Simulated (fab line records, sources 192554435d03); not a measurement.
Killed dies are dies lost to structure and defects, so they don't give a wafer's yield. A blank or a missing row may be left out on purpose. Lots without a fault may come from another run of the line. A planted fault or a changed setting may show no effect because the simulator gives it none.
Chamber matching | flow n5_finfet | N5_ILD0_ALD_15 on ald_sin-02: 4 sister chambers
The step deposits SiNx, target thk 24 nm, pulse time 1 s, ald cycles 480. 18 wafers are shown with their chamber, then 9 later ones without.

WAFERS WITH THEIR CHAMBER
wafer  | chamber | heater_power_w (W) | precursor_pulse_height_rel
L075.2 | 0       | 782                | 1.021
L075.4 | 1       | 808                | 1.016
L075.5 | 3       | 825                | 1.024
L077.1 | 3       | 786                | 1.003
L077.4 | 2       | 767                | 0.992
L077.6 | 3       | 787                | 1.004
L078.4 | 0       | 777                | 1.010
L078.5 | 3       | 791                | 0.983
L078.6 | 0       | 792                | 1.001
L083.2 | 2       | 792                | 0.968
L083.3 | 1       | 820                | 0.975
L083.4 | 0       | 768                | 1.000
L084.4 | 2       | 799                | 1.043
L084.5 | 2       | 788                | 1.033
L084.6 | 1       | 800                | 0.990
L085.1 | 2       | 783                | 1.018
L085.2 | 0       | 786                | 1.015
L085.6 | 3       | 795                | 1.002

SIGNATURES (means of the wafers above)
reading                    | chamber 0 | chamber 1 | chamber 2 | chamber 3 | scatter within a chamber
heater_power_w             | 781.00    | 809.33    | 785.80    | 796.80    | 12.4
precursor_pulse_height_rel | 1.00940   | 0.99367   | 1.01080   | 1.00320   | 0.0203
Rule: a wafer's distance from a chamber is the root of the sum, over the readings, of the square of ((its reading less the chamber's mean) divided by the reading's scatter). The wafer belongs to the nearest chamber; if the next one is less than 2 further off, it can't be placed. The scatter: the root of (the sum of the squares of (reading less its chamber's mean) over the shown wafers, divided by (wafers less chambers)).

WAFERS WITHOUT THEIR CHAMBER
wafer  | heater_power_w (W) | precursor_pulse_height_rel
L087.2 | 782                | 1.008
L087.4 | 789                | 0.994
L087.6 | 777                | 0.994
L096.1 | 739                | 1.026
L096.2 | 787                | 1.031
L096.3 | 759                | 0.961
L096.4 | 751                | 0.957
L096.5 | 762                | 1.030
L096.6 | 739                | 0.999

WHICH CHAMBER EACH WENT THROUGH
wafer  | from the rows above               | in truth
L087.2 | can't be placed: 0 or 2 or 3      | 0
L087.4 | can't be placed: 3 or 2 or 0 or 1 | 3
L087.6 | can't be placed: 0 or 2 or 3 or 1 | 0
L096.1 | can't be placed: 0 or 2 or 3      | 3
L096.2 | can't be placed: 2 or 0 or 3 or 1 | 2
L096.3 | can't be placed: 0 or 2 or 3 or 1 | 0
L096.4 | can't be placed: 0 or 2 or 3 or 1 | 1
L096.5 | can't be placed: 0 or 2 or 3      | 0
L096.6 | can't be placed: 0 or 2 or 3      | 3
Placed correctly: 0 of 9. Can't be placed from these rows: 9 (the true chamber is among the candidates in 9). Placed wrongly: 0.
